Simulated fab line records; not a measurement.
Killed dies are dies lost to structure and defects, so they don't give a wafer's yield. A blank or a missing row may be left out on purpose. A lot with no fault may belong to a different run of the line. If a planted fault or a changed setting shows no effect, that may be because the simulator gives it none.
Chamber matching | flow n5 finfet | N5_SDB_ALD_29 on ald sin-02 has 4 sister chambers
The step deposits SiNx, target thk 30 nm, pulse time 1 s, ald cycles 600. 14 wafers are shown with their chamber, then 7 later ones without.

== WAFERS WITH THEIR CHAMBER ==
wafer  | chamber | heater power w (W) | precursor pulse height rel
L074.3 | 3       | 908                | 1.012
L074.5 | 2       | 970                | 1.007
L074.6 | 1       | 932                | 0.981
L075.2 | 2       | 979                | 1.027
L075.3 | 3       | 902                | 1.031
L075.5 | 3       | 929                | 1.041
L076.1 | 2       | 977                | 1.031
L076.2 | 3       | 905                | 1.002
L076.6 | 3       | 938                | 1.016
L078.1 | 2       | 967                | 0.991
L078.3 | 1       | 927                | 0.980
L078.4 | 3       | 916                | 0.993
L080.3 | 3       | 924                | 0.981
L080.5 | 0       | 774                | 1.003

SIGNATURES (averages over the wafers above)
reading                    | chamber 0 | chamber 1 | chamber 2 | chamber 3 | scatter within a chamber
heater power w             | 774.00    | 929.50    | 973.25    | 917.43    | 10.9
precursor pulse height rel | 1.00300   | 0.98050   | 1.01400   | 1.01086   | 0.0192
Rule: a wafer's distance from a chamber is the root of the sum, over the readings, of the square of ((its reading less the chamber's mean) divided by the reading's scatter). The wafer belongs to the nearest chamber; if the next one is less than 2 further off, it can't be placed. How the scatter is found: for the shown wafers, subtract from each reading the mean of its chamber, square and add these, divide the total by (wafers less chambers), then take the root.

== WAFERS WHOSE CHAMBER IS MISSING ==
wafer  | heater power w (W) | precursor pulse height rel
L080.6 | 940                | 1.004
L082.1 | 940                | 0.987
L082.2 | 946                | 0.985
L082.6 | 777                | 0.983
L085.1 | 948                | 1.027
L085.3 | 987                | 1.013
L085.6 | 956                | 1.003

== WHICH CHAMBER EACH ONE RAN IN ==
wafer  | from the rows above          | in truth
L080.6 | can't be placed: 1 or 3 or 2 | 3
L082.1 | can't be placed: 1 or 3      | 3
L082.2 | can't be placed: 1 or 2 or 3 | 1
L082.6 | 0                            | 0
L085.1 | can't be placed: 2 or 3 or 1 | 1
L085.3 | 2                            | 2
L085.6 | can't be placed: 2 or 1 or 3 | 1
2 of 7 placed correctly. Can't be placed from these rows: 5 (the true chamber is among the candidates in 5). Wrongly placed: 0.
